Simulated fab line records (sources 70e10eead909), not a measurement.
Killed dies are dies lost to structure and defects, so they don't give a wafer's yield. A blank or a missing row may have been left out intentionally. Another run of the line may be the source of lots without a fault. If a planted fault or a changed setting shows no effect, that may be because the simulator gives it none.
Which tool did it? :: flow nand-harc :: 6 lots (18 wafers sampled), 1 step of a 1159-step route

== WHAT THE GAUGES READ, wafer by wafer ==
NHARC_A_CONTACT_CD_MEAS_42 targets a cd of 200 nm.
lot: L263
measured: day 17 16:49
on: cd-sem-01
cd-nm (nm): 200.8 200.8 199.9

lot: L267
measured: day 18 07:22
on: cd-sem-03
cd-nm (nm): 199.8 200.1 199.8

lot: L274
measured: day 19 20:11
on: cd-sem-02
cd-nm (nm): 200.0 199.4 199.8

lot: L275
measured: day 20 11:32
on: cd-sem-01
cd-nm (nm): 200.0 199.9 199.8

lot: L277
measured: day 20 20:07
on: cd-sem-02
cd-nm (nm): 200.6 200.2 200.9

lot: L280
measured: day 21 22:11
on: cd-sem-01
cd-nm (nm): 200.4 200.0 200.6

== WHICH TOOL RAN EACH LOT (tool, then ch and the chambers of the sampled wafers, then the start) ==
The record holds no process step before these readings.

== THE ANSWER, worked out from the rows above alone ==
Rule: usual is defined by the lots themselves. The widest of any qualifying gaps counts: lots, ordered by their means at a reading, are off when they make up no more than a third of the lots, leave a main group of 4 or more, and stand apart from it by 3 or more times the standard deviation of that group's means. A main group is skipped when, at the precision printed for the reading in the tables above, its means are all equal. Also off: a lot with no number at a reading for which 4 or more lots have one. Any other lot the step has rows for is counted as sound.
Across all readings shown, no lot is off: no conclusion can be drawn from this.

== WHAT HAD BEEN PUT IN BY THE SIMULATOR ==
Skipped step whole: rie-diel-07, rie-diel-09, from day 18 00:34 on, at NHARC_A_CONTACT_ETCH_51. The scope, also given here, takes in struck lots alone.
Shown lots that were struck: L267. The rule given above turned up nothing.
